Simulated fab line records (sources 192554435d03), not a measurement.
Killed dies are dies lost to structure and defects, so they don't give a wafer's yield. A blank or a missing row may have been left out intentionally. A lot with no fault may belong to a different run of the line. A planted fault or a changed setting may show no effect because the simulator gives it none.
fab line records | flow n5Finfet
record lots=15 wafers=45 lastDay=19
route steps=1938 shown BEOL_M8@1336
lots with no fault: from the same line, run without faults
startH: hours from the record's first day to the start of the lot's first wafer shown | waitH: hours elapsed since this lot's preceding step | " same as the row above | L1.1+2: several wafers, shown together as one row | - no value present, or no start provided | * or withheld: withheld | < > ~ a bound
route shown NAME@n: NAME is a module with steps in the file, n the number in the route of the first one | usual: the fault-free wafers' mean and standard deviation | same: alike in all rows | chamber/n: place in a boat | sites: the reading at each site | _std_site: standard deviation of those values | _edge_site: the outer-site mean with the inner-site mean subtracted | radiusMm: how far each site lies from the wafer's centre | mask NAME#n: copy n | behind: the last tool/chamber to shape the wafer | hold: the reason the lot was held/the length of the hold in hours/how it ended | device: which transistor (n, p or np) failed to switch | end of line: the same wafers' tests at the end of the route | a step with no rows: only its recipe | killed: not the wafer's yield, but the dies lost to structure and defects at the first sort | map: dies across one wafer; x = killed, . = not, _ = none there
set.NAME: the setting that was run; set.NAME@STEP: the one run at that earlier step | model.NAME: the simulator's own value behind a step, which no gauge read
the route's steps for a sample of lots (tables are steps, rows are wafers)
services: a tool's chamber out of use, with start hour (startH, from the record's first day; less than 0 if before it), hours out, and reason
## steps
# step N5_BEOL_M8_HM_DEP_02
# recipe material=TiN targetThkA=200 tempC=25 chamberPressurePa=0.49996
# usual chamberPressurePa=0.5000/0.0009 substrateTempC=25.00/0.1 susceptorTempC=25.00/0.12 throttleValvePct=30.1/0.82
# columns lot.wafer tool chamber startH waitH chamberPressurePa substrateTempC susceptorTempC throttleValvePct
L671.2 pvdSputter-03 - 213.10 0.9 0.5009 25.24 24.92 29.2
L671.3 " - " " 0.5000 24.95 25.03 30.8
L671.5 " - " " 0.4992 24.85 25.00 30.9
L670.1 pvdSputter-03 - 213.24 0.4 0.4994 25.08 24.97 29.4
L670.2 " - " " 0.4995 25.03 24.85 30.7
L670.6 " - " " 0.5002 25.09 24.84 28.9
L673.2 pvdSputter-02 - 220.43 0.5 0.5016 24.96 24.95 31.0
L673.3 " - " " 0.4980 24.93 25.19 30.3
L673.4 " - " " 0.4996 25.00 24.94 28.4
L676.4 pvdSputter-03 - 251.24 2.3 0.4996 25.06 25.00 31.0
L676.5 " - " " 0.5013 25.03 24.88 30.5
L676.6 " - " " 0.4988 24.90 25.03 29.6
L677.2 pvdSputter-01 - 259.73 0.5 0.5010 24.91 25.03 29.7
L677.3 " - " " 0.4991 24.97 24.91 29.3
L677.4 " - " " 0.5009 24.95 24.98 30.9
L678.2 pvdSputter-03 - 273.12 0.5 0.5004 24.95 25.04 29.5
L678.3 " - " " 0.5012 25.07 24.96 31.1
L678.5 " - " " 0.5008 25.16 25.01 30.8
L688.1 pvdSputter-01 - 317.12 1.9 0.5007 24.91 25.08 29.8
L688.3 " - " " 0.5009 24.90 25.06 31.4
L688.4 " - " " 0.4992 24.95 24.98 29.4
L685.1 pvdSputter-01 - 324.06 1.1 0.4978 24.90 25.03 29.4
L685.3 " - " " 0.4987 25.03 25.06 29.8
L685.5 " - " " 0.5000 25.14 25.00 31.1
L686.1 pvdSputter-03 - 330.60 2.3 0.4992 24.91 24.94 29.4
L686.2 " - " " 0.5005 24.94 24.92 30.8
L686.3 " - " " 0.5000 25.09 25.09 29.2
L687.3 pvdSputter-03 - 332.90 2.2 0.4998 24.99 24.82 30.2
L687.4 " - " " 0.4998 24.96 24.79 29.3
L687.5 " - " " 0.5013 25.00 24.71 30.8
L690.3 pvdSputter-03 - 337.02 0.1 0.4995 25.00 24.99 30.1
L690.4 " - " " 0.4998 24.95 25.04 30.4
L690.6 " - " " 0.5000 25.07 24.96 29.0
L692.2 pvdSputter-01 - 339.22 0.5 0.4992 25.17 25.00 31.3
L692.3 " - " " 0.4989 25.03 24.93 30.9
L692.5 " - " " 0.5003 25.07 25.12 29.9
L689.1 pvdSputter-01 - 339.32 0.3 0.4988 25.00 25.00 31.4
L689.4 " - " " 0.5004 25.11 24.89 29.8
L689.5 " - " " 0.4988 25.02 24.90 29.4
L693.3 pvdSputter-01 - 360.53 3.3 0.5007 24.91 24.93 31.1
L693.5 " - " " 0.4990 25.03 25.11 31.0
L693.6 " - " " 0.5007 24.95 25.05 29.5
L691.2 pvdSputter-01 - 383.27 0.6 0.4999 25.06 24.76 29.8
L691.3 " - " " 0.5004 25.02 25.16 30.7
L691.5 " - " " 0.4998 24.77 25.05 29.5
# step N5_BEOL_M8_ETCH_61
# recipe chemistry=CF4 target=SiARC targetDepthA=455 maskMaterial=CAR-ArF timeS=75.8 ionEnergyEv=80 pressureMtorr=40 sourceW=545 biasW=36 Ar_flow_sccm=100 cf4FlowSccm=100 ends=cleared
# usual drypumpMotorCurrentA=5.8/0.48 etchRfOnTimeS=75.6/1.1 oesProductAu=0.68/0.076 rfVppV=183.8/1.3 showerheadPlenumPTorr=2.13/0.076 throttleValvePct=15.60/0.2
# columns lot.wafer tool chamber startH waitH drypumpMotorCurrentA etchRfOnTimeS oesProductAu rfHoursCounterH rfVppV showerheadPlenumPTorr throttleValvePct
L671.2 rieDiel-04 0 213.60 0.0 5.8 75.8 0.65 133 184.4 2.06 15.44
L671.3 " 3 " " 6.7 76.1 0.72 77 184.8 2.26 15.43
L671.5 " 2 " " 6.0 76.0 0.58 - 182.8 2.19 15.90
L670.1 rieDiel-01 1 213.74 0.0 5.9 75.2 0.61 200 182.4 2.04 15.62
L670.2 " 0 " " 5.5 74.5 0.67 106 182.9 2.07 15.75
L670.6 " 0 " " 5.5 74.4 0.67 - 183.5 2.07 15.77
L673.2 rieDiel-04 2 221.05 0.0 6.0 77.3 0.58 249 184.6 2.19 15.91
L673.3 " 0 " " 5.8 76.2 0.65 135 181.4 2.06 15.48
L673.4 " 1 " " 5.7 74.8 0.67 135 182.8 2.07 15.54
L676.4 rieDiel-05 3 251.90 0.0 5.6 76.3 0.61 - 183.6 2.04 16.03
L676.5 " 0 " " 4.9 74.5 0.60 - 183.5 2.19 16.06
L676.6 " 1 " " 5.0 76.3 0.71 - 182.5 2.16 15.63
L677.2 rieDiel-01 3 260.35 0.0 5.1 74.8 0.79 10 183.5 2.19 15.23
L677.3 " 1 " " 5.9 75.9 0.61 222 182.8 2.04 15.67
L677.4 " 3 " " 5.1 75.5 0.78 - 184.5 2.19 15.24
L678.2 rieDiel-01 0 273.62 0.0 5.5 75.5 0.65 134 182.6 2.06 15.82
L678.3 " 3 " " 5.1 75.2 0.77 15 185.6 2.19 15.25
L678.5 " 2 " " 6.1 73.7 0.87 - 183.5 2.11 15.51
L688.1 rieDiel-04 3 317.81 0.0 6.7 75.6 0.70 112 184.7 2.25 15.51
L688.3 " 0 " " 5.8 75.6 0.62 168 183.3 2.05 15.53
L688.4 " 1 " " 5.7 74.5 0.65 168 185.4 2.06 15.62
L685.1 rieDiel-04 1 324.76 0.0 5.6 74.8 0.64 170 183.7 2.06 15.63
L685.3 " 0 " " 5.8 76.1 0.61 170 182.6 2.05 15.54
L685.5 " 0 " " 5.8 76.4 0.62 - 181.3 2.05 15.53
L686.1 rieDiel-04 1 331.10 0.0 5.7 75.0 0.65 173 183.9 2.06 15.62
L686.2 " 2 " " 6.0 76.1 0.77 29 183.7 2.18 15.47
L686.3 " 0 " " 5.8 75.8 0.62 172 182.1 2.05 15.54
L687.3 rieDiel-04 3 333.40 0.0 6.7 75.9 0.69 117 184.9 2.24 15.52
L687.4 " 2 " " 6.0 76.3 0.76 29 184.1 2.18 15.46
L687.5 " 3 " " 6.7 76.0 0.69 - 186.6 2.24 15.53
L690.3 rieDiel-01 0 337.65 0.0 5.5 75.1 0.64 153 182.7 2.06 15.86
L690.4 " 1 " " 5.9 76.7 0.59 248 184.2 2.03 15.71
L690.6 " 3 " " 5.1 74.4 0.73 - 184.6 2.18 15.29
L692.2 rieDiel-01 1 339.84 0.0 5.9 76.3 0.59 248 183.5 2.03 15.72
L692.3 " 3 " " 5.1 74.5 0.74 37 185.3 2.18 15.30
L692.5 " 0 " " 5.5 75.6 0.62 - 182.0 2.06 15.86
L689.1 rieDiel-04 2 340.00 0.0 6.0 75.9 0.77 30 184.8 2.17 15.46
L689.4 " 3 " " 6.7 76.3 0.68 118 185.4 2.24 15.54
L689.5 " 2 " " 6.0 76.3 0.77 - 184.9 2.18 15.45
L693.3 rieDiel-05 3 361.15 0.0 5.6 78.1 0.58 249 182.4 2.03 16.12
L693.5 " 1 " " 5.0 77.6 0.66 - 184.6 2.15 15.73
L693.6 " 0 " " 4.9 76.1 0.79 - 185.5 2.18 15.59
L691.2 rieDiel-04 0 383.98 0.0 5.8 75.9 0.61 192 183.9 2.04 15.56
L691.3 " 1 " " 5.6 74.8 0.63 192 181.3 2.05 15.66
L691.5 " 3 " " 6.7 75.3 0.68 - 185.2 2.24 15.56
# step N5_BEOL_M8_HM_OPEN_17
# recipe chemistry=Cl2/BCl3 targetDepthA=200 overetchA=60 target=TiN maskMaterial=SOC ionEnergyEv=150 pressureMtorr=10 icpW=1000 biasW=126 Cl2_flow_sccm=53.25 bcl3FlowSccm=21.75 Ar_flow_sccm=25
# usual drypumpMotorCurrentA=5.5/0.41 oes_ar_750_au=0.77/0.084 oesProductAu=0.65/0.069 throttleValvePct=22.08/0.15
# columns lot.wafer tool chamber startH waitH drypumpMotorCurrentA oes_ar_750_au oesProductAu rfHoursCounterH throttleValvePct
L671.2 rieMetal-03 1 213.87 0.1 5.8 0.70 0.59 - 22.11
L671.3 " 1 " " 5.8 0.71 0.60 - 22.11
L671.5 " 1 " " 5.8 0.71 0.60 - 22.09
L670.1 rieMetal-01 1 213.98 0.0 5.3 0.87 0.73 10 21.92
L670.2 " 0 " " 6.2 0.65 0.56 94 22.29
L670.6 " 0 " " 6.2 0.65 0.56 - 22.30
L673.2 rieMetal-02 0 221.29 0.0 4.9 0.74 0.63 56 22.20
L673.3 " 1 " " 5.8 0.83 0.69 - 21.97
L673.4 " 0 " " 4.9 0.74 0.62 - 22.21
L676.4 rieMetal-03 1 252.15 0.1 5.8 0.69 0.59 - 22.13
L676.5 " 1 " " 5.8 0.70 0.59 - 22.12
L676.6 " 0 " " 5.7 0.94 0.81 - 21.85
L677.2 rieMetal-02 1 260.59 0.0 5.8 0.83 0.68 35 21.98
L677.3 " 0 " " 4.9 0.74 0.62 - 22.21
L677.4 " 1 " " 5.7 0.82 0.68 - 21.99
L678.2 rieMetal-02 1 273.86 0.0 5.8 0.81 0.69 36 21.99
L678.3 " 1 " " 5.8 0.82 0.68 - 21.97
L678.5 " 0 " " 4.9 0.73 0.62 - 22.22
L688.1 rieMetal-02 1 318.06 0.0 5.8 0.80 0.68 41 22.00
L688.3 " 0 " " 4.9 0.73 0.61 - 22.22
L688.4 " 1 " " 5.8 0.81 0.67 - 22.01
L685.1 rieMetal-03 0 325.00 0.0 5.6 0.90 0.76 8 21.87
L685.3 " 1 " " 5.8 0.69 0.58 - 22.12
L685.5 " 1 " " 5.8 0.69 0.58 - 22.14
L686.1 rieMetal-02 1 331.34 0.0 5.8 0.80 0.67 42 21.99
L686.2 " 0 " " 4.9 0.72 0.61 65 22.24
L686.3 " 0 " " 4.9 0.71 0.61 - 22.23
L687.3 rieMetal-03 1 333.67 0.1 5.8 0.69 0.57 - 22.15
L687.4 " 0 " " 5.6 0.89 0.74 - 21.86
L687.5 " 0 " " 5.7 0.89 0.76 - 21.87
L690.3 rieMetal-02 0 337.92 0.1 4.9 0.72 0.60 - 22.23
L690.4 " 1 " " 5.8 0.80 0.66 - 22.00
L690.6 " 1 " " 5.8 0.80 0.66 - 22.01
L692.2 rieMetal-02 1 340.08 0.0 5.8 0.81 0.67 43 22.01
L692.3 " 1 " " 5.8 0.80 0.67 - 22.00
L692.5 " 0 " " 4.9 0.72 0.61 - 22.24
L689.1 rieMetal-03 0 340.25 0.0 5.7 0.89 0.76 9 21.88
L689.4 " 0 " " 5.7 0.89 0.75 - 21.86
L689.5 " 1 " " 5.8 0.68 0.58 - 22.13
L693.3 rieMetal-03 0 361.42 0.1 5.6 0.88 0.75 - 21.86
L693.5 " 1 " " 5.8 0.68 0.57 - 22.15
L693.6 " 0 " " 5.6 0.88 0.74 - 21.88
L691.2 rieMetal-01 1 384.26 0.1 5.3 0.80 0.68 - 21.96
L691.3 " 1 " " 5.3 0.80 0.68 - 21.96
L691.5 " 1 " " 5.3 0.81 0.67 - 21.95
# step N5_BEOL_M8_PEB_26
# recipe pebTempC=100 pebTimeS=60 resist=CAR-EUV
# usual chillPlateTempC=22.99/0.11 exhaustPa=44.9/0.91
# columns lot.wafer tool chamber startH waitH chillPlateTempC exhaustPa
L670.1 lithoTrack-01 0 215.39 0.1 23.09 43.8
L670.2 " 0 " " 23.07 45.3
L670.6 " 0 " " 23.26 45.0
L671.2 lithoTrack-05 0 215.52 0.1 22.88 45.1
L671.3 " 0 " " 22.66 45.9
L671.5 " 0 " " 22.71 44.1
L673.2 lithoTrack-01 0 224.61 0.1 22.95 45.8
L673.3 " 0 " " 23.06 46.1
L673.4 " 0 " " 23.01 44.9
L676.4 lithoTrack-05 0 253.59 0.0 23.20 42.9
L676.5 " 0 " " 23.27 44.4
L676.6 " 0 " " 23.20 43.4
L677.2 lithoTrack-01 0 261.27 0.1 22.96 44.6
L677.3 " 0 " " 23.03 45.0
L677.4 " 0 " " 23.02 45.7
L678.2 lithoTrack-01 0 275.68 0.1 22.81 44.9
L678.3 " 0 " " 22.96 45.5
L678.5 " 0 " " 22.94 43.5
L688.1 lithoTrack-01 0 319.57 0.1 23.03 45.5
L688.3 " 0 " " 22.82 46.1
L688.4 " 0 " " 23.03 45.5
L685.1 lithoTrack-01 - 325.56 0.1 - -
L685.3 " - " " - -
L685.5 " - " " - -
L686.1 lithoTrack-05 - 332.70 0.1 - -
L686.2 " - " " - -
L686.3 " - " " - -
L687.3 lithoTrack-04 - 334.74 0.0 - -
L687.4 " - " " - -
L687.5 " - " " - -
L690.3 lithoTrack-04 0 341.65 0.0 22.99 43.9
L690.4 " 0 " " 22.86 45.4
L690.6 " 0 " " 22.92 44.1
L692.2 lithoTrack-04 0 341.83 0.1 23.03 45.3
L692.3 " 0 " " 23.01 45.1
L692.5 " 0 " " 22.98 44.9
L689.1 lithoTrack-05 0 342.51 0.1 23.01 45.2
L689.4 " 0 " " 23.01 45.6
L689.5 " 0 " " 23.07 43.6
L693.3 lithoTrack-04 0 362.76 0.0 22.89 45.5
L693.5 " 0 " " 22.99 45.3
L693.6 " 0 " " 23.05 45.5
L691.2 lithoTrack-04 0 385.63 0.1 22.98 44.9
L691.3 " 0 " " 23.12 44.3
L691.5 " 0 " " 23.20 43.4
## services
# columns tool chamber startH hours kind
rieDiel-05 2 191.66 1.2 repair
rieMetal-03 0 197.28 - clean
rieMetal-03 0 197.28 27.7 scheduledDown
rieMetal-03 0 197.28 27.7 ventCycle
rieDiel-04 2 223.73 - clean
rieDiel-04 2 223.73 - consumableReplace:focusRing
rieDiel-04 2 223.73 19.5 scheduledDown
rieDiel-04 2 223.73 19.5 ventCycle
rieDiel-01 3 224.60 - clean
rieDiel-01 3 224.60 - consumableReplace:focusRing
rieDiel-01 3 224.60 14.5 scheduledDown
rieDiel-01 3 224.60 14.5 ventCycle
rieMetal-02 - 236.05 14.6 pm
rieDiel-01 2 246.10 - clean
rieDiel-01 2 246.10 - consumableReplace:focusRing
rieDiel-01 2 246.10 20.4 scheduledDown
rieDiel-01 2 246.10 20.4 ventCycle
rieDiel-05 2 246.28 10.0 repair
rieDiel-05 2 270.02 3.1 repair
lithoTrack-04 - 271.67 - consumableReplace:filter
rieDiel-01 1 344.07 - clean
rieDiel-01 1 344.07 - consumableReplace:focusRing
rieDiel-04 2 363.48 6.0 repair
rieMetal-01 0 370.59 6.8 repair
## key
firstSign step=N5_BEOL_M8_PEB_26 reading=toolRecord direction=missing
effect none on later readings
metAt N5_BEOL_M8_PEB_26
struckLots L685,L686,L687
laterRowsLeftOut L685.1,L685.3,L685.5,L686.1,L686.2,L686.3,L687.3,L687.4,L687.5
sortLeftOut L685.1,L685.3,L685.5,L686.1,L686.2,L686.3,L687.3,L687.4,L687.5
notActingAt N5_BEOL_M8_HM_DEP_02,N5_BEOL_M8_ETCH_61,N5_BEOL_M8_HM_OPEN_17
onsetBetween 319.57 325.56
fault kind=skippedStepWhole tool=lithoTrack-01,lithoTrack-04,lithoTrack-05 chamber=- onsetH=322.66 steps=N5_BEOL_M8_PEB_26 scope=struckLotsOnly
# sortLeftOut: the simulated sort isn't trusted on such a fault, so these wafers' sort isn't shown, and their yield isn't known
# laterRowsLeftOut: the simulator's readings of these wafers behind a module that went badly wrong aren't trusted and aren't shown, but for the sort
